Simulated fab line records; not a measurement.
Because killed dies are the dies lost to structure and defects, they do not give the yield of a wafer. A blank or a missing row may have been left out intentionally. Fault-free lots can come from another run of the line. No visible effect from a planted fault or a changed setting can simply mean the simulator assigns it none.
A struck lot beside a sound one    flow nandHarc    13 out of 1159 route steps
Sound: wafers L755.1, L755.4, L755.6. Struck: wafer L759.2 (left out: L759.3, L759.6 of the same lot, which were not struck); the cause appears at the end.
Each step with rows lists, per side, the tool, then ch with its chambers, then its first start. Under that, the readings that differ: sound wafers    struck wafers    difference of the means    sigmas: that difference in standard deviations of wafers without a fault.
alike: readings whose means differ by less than 2 such deviations, and words and numbers that are the same on both sides. not compared: withheld readings, readings that some wafer has no value for, bounds like >300 that may hide the same value, and numbers for which the record gives no deviation and whose values overlap.
Wherever a step has rows on one side only, a row that says differs or no value, or a row with sigmas, the two part there. Numbers that don't overlap but have no deviation are shown without sigmas and don't part them. A reading that every wafer of one side lacks parts them only if that side has two wafers or more.

first, 1 step without rows for these wafers: NHARC_A_STAIRCASE_HARDBAKE_185 (time 140 s).
NHARC_A_STAIRCASE_DESCUM_186: chemistry O2, time 3 s.
  sound on rieDiel-06 ch 0,3, day 13 23:28; struck on rieDiel-04 ch 2, day 15 00:10
reading               sound                 struck  difference  sigmas
throttleValvePct (%)  11.318 11.326 11.323  11.297  -0.025      -3
  alike: drypumpMotorCurrentA, oesProductAu, rfVppV, showerheadPlenumPTorr
  not compared: rfHoursCounterH
then, 3 steps without rows for these wafers: NHARC_A_STAIRCASE_TRIM_187 (chemistry O2, time 211.2 s); NHARC_A_STAIRCASE_ETCH_188 (etches the open film in C4F8/O2, target depth 100 nm, time 40.5 s); NHARC_A_STAIRCASE_TRIM_189 (chemistry O2, time 211.2 s).
NHARC_A_STAIRCASE_ETCH_190: etches the open film in C4F8/O2, target depth 100 nm, time 40.5 s.
  sound: rieDiel-06 ch 1,2,3; struck: rieDiel-04 ch 3
  alike: biasW, oesProductAu, rfFwdPowerW, rfVppV
  not compared: rfHoursCounterH
NHARC_A_STAIRCASE_TRIM_191: chemistry O2, time 211.2 s.
  sound: rieDiel-06 ch 0,1; struck: rieDiel-04 ch 1
  alike: drypumpMotorCurrentA, oesProductAu, rfVppV, runLengthS, showerheadPlenumPTorr, throttleValvePct
  not compared: rfHoursCounterH
then, 2 steps without rows for these wafers: NHARC_A_STAIRCASE_ETCH_192 (etches the open film in C4F8/O2, target depth 100 nm, time 40.5 s); NHARC_A_STAIRCASE_TRIM_193 (chemistry O2, time 211.2 s).
NHARC_A_STAIRCASE_ETCH_194: etches the open film in C4F8/O2, target depth 100 nm, time 40.5 s.
  sound: rieDiel-06 ch 0,2; struck: rieDiel-04 ch 3
reading    sound                 struck  difference  sigmas
biasW (W)  1001.2 1001.2 1003.8  995.8   -6.3        -2
  alike: oesProductAu, rfFwdPowerW, rfVppV
  not compared: rfHoursCounterH
NHARC_A_STAIRCASE_TRIM_196: chemistry O2, time 211.2 s.
  sound on rieDiel-04 ch 1,3, day 14 00:38; struck on rieDiel-04 ch 0, day 15 01:32
reading         sound              struck  difference  sigmas
runLengthS (s)  233.5 233.2 232.3  165.0   -68.0       -99 or more
  alike: drypumpMotorCurrentA, oesProductAu, rfVppV, showerheadPlenumPTorr, throttleValvePct
  not compared: biasW, rfHoursCounterH
NHARC_A_STAIRCASE_ETCH_197: etches the open film in C4F8/O2, target depth 100 nm, time 40.5 s.
  sound: rieDiel-04 ch 1,3; struck: rieDiel-04 ch 3
  alike: biasW, oesProductAu, rfFwdPowerW, rfVppV
  not compared: rfHoursCounterH
-- record jumps: 8 days between struck wafers' starts before vs after; left off in module A_STAIRCASE, resumes in module END, first step shown is number 1159 of the route --
NHARC_END_SORT_01:
  here the record holds rows for the struck wafers (prober-02 ch 0, day 23 06:49) but none for the sound ones

== WHERE THEY PART ==
Last at NHARC_END_SORT_01 as far as this record goes, first at NHARC_A_STAIRCASE_DESCUM_186.

WHY: the cause the simulator had injected
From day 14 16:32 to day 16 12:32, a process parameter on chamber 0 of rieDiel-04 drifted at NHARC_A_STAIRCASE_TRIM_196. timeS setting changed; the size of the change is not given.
